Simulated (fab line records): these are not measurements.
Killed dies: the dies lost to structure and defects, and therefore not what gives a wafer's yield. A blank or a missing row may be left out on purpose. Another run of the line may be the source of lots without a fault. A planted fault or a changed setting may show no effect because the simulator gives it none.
Which tool did it?    flow nand_harc    36 wafers from 12 lots sampled at 2 of the route's 1302 steps

WHAT THE GAUGES READ, wafer by wafer
NHARC_A_SLIT_OVL_MEAS_10.
lot   measured      on          overlay_x_nm (nm)
L074  day 20 08:08  overlay-01  0.4 0.6 0.6
L076  day 21 01:41  overlay-01  0.2 0.8 0.5
L078  day 20 22:56  overlay-02  -0.1 0.3 0.0
L082  day 23 02:17  overlay-01  -1.1 -0.6 -0.7
L083  day 23 18:41  overlay-02  -0.4 0.1 0.0
L085  day 24 16:09  overlay-01  0.9 0.7 0.4
L087  day 24 19:53  overlay-01  -0.2 0.6 0.8
L088  day 25 07:31  overlay-01  0.3 -0.1 0.2
L090  day 27 04:34  overlay-01  -0.2 0.4 -0.2
L093  day 27 18:43  overlay-01  -0.4 -1.1 -0.3
L095  day 28 08:13  overlay-01  -0.6 -0.6 -0.9
L097  day 29 15:02  overlay-01  -0.9 0.2 -0.3

WHICH TOOL RAN EACH LOT (tool, then ch and the chambers of the sampled wafers, then the start)
lot   NHARC_A_STAIRCASE_CMP_450
L074  cmp-02 ch 2,3, day 19 17:19
L076  cmp-04 ch 0,2,3, day 20 08:03
L078  cmp-01 ch 2,3, day 20 09:11
L082  cmp-01 ch 0,2,3, day 22 10:54
L083  cmp-04 ch 0,3, day 23 03:16
L085  cmp-04 ch 1,2,3, day 24 00:47
L087  cmp-02 ch 0,1,2, day 24 05:07
L088  cmp-02 ch 1,2,3, day 24 17:45
L090  cmp-02 ch 0,1,3, day 26 05:16
L093  cmp-04 ch 0,1,3, day 27 04:25
L095  cmp-04 ch 0,1,2, day 27 16:23
L097  cmp-01 ch 0,1,2, day 28 18:16
- NHARC_A_STAIRCASE_CMP_450: polishes SiO2, target thk 200 nm.

THE ANSWER, worked out from the rows above alone
Rule: the usual values come from the lots themselves. The widest of any qualifying gaps counts: lots, ordered by their means at a reading, are off when they make up no more than a third of the lots, leave a main group of 4 or more, and stand apart from it by 3 or more times the standard deviation of that group's means. A main group is skipped when, at the precision printed for the reading in the tables above, its means are all equal. Also off: a lot with no number at a reading for which 4 or more lots have one. Where the step has rows for the other lots, those lots are counted as sound.
No lot is off on any of the readings shown, so nothing can be concluded from this.

WHAT THE SIMULATOR HAD INSERTED
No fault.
